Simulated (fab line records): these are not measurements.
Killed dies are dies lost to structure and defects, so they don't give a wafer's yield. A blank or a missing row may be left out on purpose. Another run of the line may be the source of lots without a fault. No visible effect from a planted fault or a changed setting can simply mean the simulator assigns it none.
Lot-split experiment ; flow n5_finfet ; 21 wafers read from 7 lots, route of 1938 steps

THE SPLIT ITSELF
At N5_BEOL_M2_EXPOSE_08 (exposes mask M2), the setting dose_mj was moved away from the recipe's 41.25 on 10 of the 21 wafers read, by -7.0% to +5.6%. The other wafers ran this setting at the recipe's value.

FROM THE SPLIT TO THE READING: what the file shows between them, 19 steps
- N5_BEOL_M2_PEB_09: peb time 60 s
- N5_BEOL_M2_DEVELOP_10: develop time 30 s
- N5_BEOL_M2_CD_MEAS_11: target cd 16.79 nm
- N5_BEOL_M2_DESCUM_16: chemistry O2, time 7 s
- N5_BEOL_M2_ETCH_74: etches underlayer in N2/H2, target depth 6.5 nm, time 5.2 s
- N5_BEOL_M2_ETCH_63: etches SiARC in CF4, target depth 15.6 nm, time 26 s
- N5_BEOL_M2_ETCH_64: etches SOC in N2/H2, target depth 75 nm, overetch 22.5 nm, time 121.9 s
- N5_BEOL_M2_HM_OPEN_17: chemistry Cl2/BCl3, target TiN, target depth 20 nm, overetch 6 nm
- N5_BEOL_M2_STRIP_19: strips in O2
- N5_BEOL_M2_CD_MEAS_18: pitch 36 nm, target cd 18 nm
- N5_BEOL_M2_EXPOSE_25: exposes mask V1, defocus 5 nm (also split here: dose_mj)
- N5_BEOL_M2_PEB_26: peb time 60 s
- N5_BEOL_M2_DEVELOP_27: develop time 30 s
- N5_BEOL_M2_CD_MEAS_28: target cd 26.2 nm, target cd y 24.1 nm
- N5_BEOL_M2_ETCH_70: etches SOC in N2/H2, target depth 80 nm, overetch 24 nm, time 130 s (also split here: source_w)
- N5_BEOL_M2_STRIP_71: strips in N2/H2
- N5_BEOL_M2_STRIP_78: strips in N2/H2
- N5_BEOL_M2_PRECLEAN_42: cleans in residue remover, time 60 s
- N5_BEOL_M2_SRD_43: time 30 s

THE READING
cd_nm, in nm, at N5_BEOL_M2_CD_MEAS_35 (target cd 18 nm, target cd y 22.2 nm). On this fab line, fault-free wafers typically give 18.1 nm with a standard deviation of 0.33 nm.

wafer;tool, chamber at the split;dose_mj as run;against the recipe;cd_nm, nm;against lot-mates on the recipe
L074.2;euv_scanner-02, 0;41.25;recipe;18.3;-
L074.4;euv_scanner-02, 0;38.64;-6.3%;16.6;-1.7
L074.6;euv_scanner-02, 0;38.64;-6.3%;16.6;-1.7
L076.1;euv_scanner-02, 0;41.25;recipe;18.1;-
L076.2;euv_scanner-02, 0;41.25;recipe;18.0;-
L076.4;euv_scanner-02, 0;42.95;+4.1%;19.2;+1.1
L077.1;euv_scanner-02, 0;38.37;-7.0%;16.4;-1.9
L077.2;euv_scanner-02, 0;38.37;-7.0%;16.2;-2.1
L077.6;euv_scanner-02, 0;41.25;recipe;18.3;-
L085.1;euv_scanner-02, 0;41.25;recipe;18.2;-
L085.5;euv_scanner-02, 0;39.65;-3.9%;17.2;-1.2
L085.6;euv_scanner-02, 0;41.25;recipe;18.5;-
L089.1;euv_scanner-02, 0;41.25;recipe;17.9;-
L089.3;euv_scanner-02, 0;41.25;recipe;17.7;-
L089.6;euv_scanner-02, 0;41.25;recipe;17.9;-
L096.1;euv_scanner-01, 0;43.56;+5.6%;18.7;no lot-mate on the recipe
L096.4;euv_scanner-01, 0;43.56;+5.6%;19.0;no lot-mate on the recipe
L096.5;euv_scanner-01, 0;43.56;+5.6%;18.7;no lot-mate on the recipe
L095.1;euv_scanner-02, 0;41.25;recipe;17.4;-
L095.2;euv_scanner-02, 0;39.4;-4.5%;17.2;-0.4
L095.6;euv_scanner-02, 0;41.25;recipe;17.9;-

THE FIT
A straight line over all 21 wafers: cd_nm changes by +0.203 nm for each +1% of dose_mj; r = +0.94; the points scatter about the line by 0.29 nm.
The same after taking each lot's own level away (the mean of its wafers on the recipe; 18 wafers): +0.267 nm for each +1%; r = +0.97; scatter 0.23 nm.
The reading moves by 1.9 nm for the largest change in dose_mj, on that fit.
Across the lots, their own levels run from 17.65 to 18.35 nm, a range of 2.1 times the standard deviation given above.
Hence the slope depends on the lot-to-lot level, as the two fits are not the same.
Check: for one of the wafers moved furthest among these (-7.0%), held out of the fit, the line's prediction against its lot-mates is -1.83 nm. Against them it came out at -1.9 nm.

THESE WAFERS: OTHER SPLITS
Other splits were also applied to these wafers ahead of the reading. Each is held against what the fit with the lots' levels taken away leaves over:
other split on the same wafers;wafers away from the commonest value;r with cd_nm (lot level and that fit taken away)
N5_BEOL_M2_EXPOSE_25 dose_mj;5;-0.66
N5_BEOL_M2_ETCH_70 source_w;4;-0.33

THE WHOLE CHAIN: every reading that the file lists as answering this split, in the file's order
step;what it does;reading;change (the file's fit);r (the file's)
N5_BEOL_M2_CD_MEAS_11;target cd 16.79 nm;cd_nm;+0.206 nm for each +1% of the setting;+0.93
N5_BEOL_M2_ETCH_74;etches underlayer in N2/H2, target depth 6.5 nm, time 5.2 s;BEOL_M2.cd_offset_nm (the simulator's own value, which no gauge read);+0.237 nm for each +1% of the setting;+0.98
N5_BEOL_M2_CD_MEAS_18;pitch 36 nm, target cd 18 nm;cd_nm;+0.264 nm for each +1% of the setting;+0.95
N5_BEOL_M2_CD_MEAS_35;target cd 18 nm, target cd y 22.2 nm;cd_nm;+0.252 nm for each +1% of the setting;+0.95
N5_PASSIVATION_PROBE_49;;defect_limited_yield;+10.1 for each +1% of the setting, in a fit together with icp_w@FIN_SAQP_FIN_ETCH_36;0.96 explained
N5_PASSIVATION_PROBE_49;;killed_dies;-120 for each +1% of the setting, in a fit together with icp_w@FIN_SAQP_FIN_ETCH_36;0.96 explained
N5_PASSIVATION_PROBE_49;;sort_yield_pct;+10.1 % for each +1% of the setting, in a fit together with icp_w@FIN_SAQP_FIN_ETCH_36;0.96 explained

THE FILE'S OWN FIT
cd_nm changes by +0.252 nm for each +1% of dose_mj, r = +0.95.
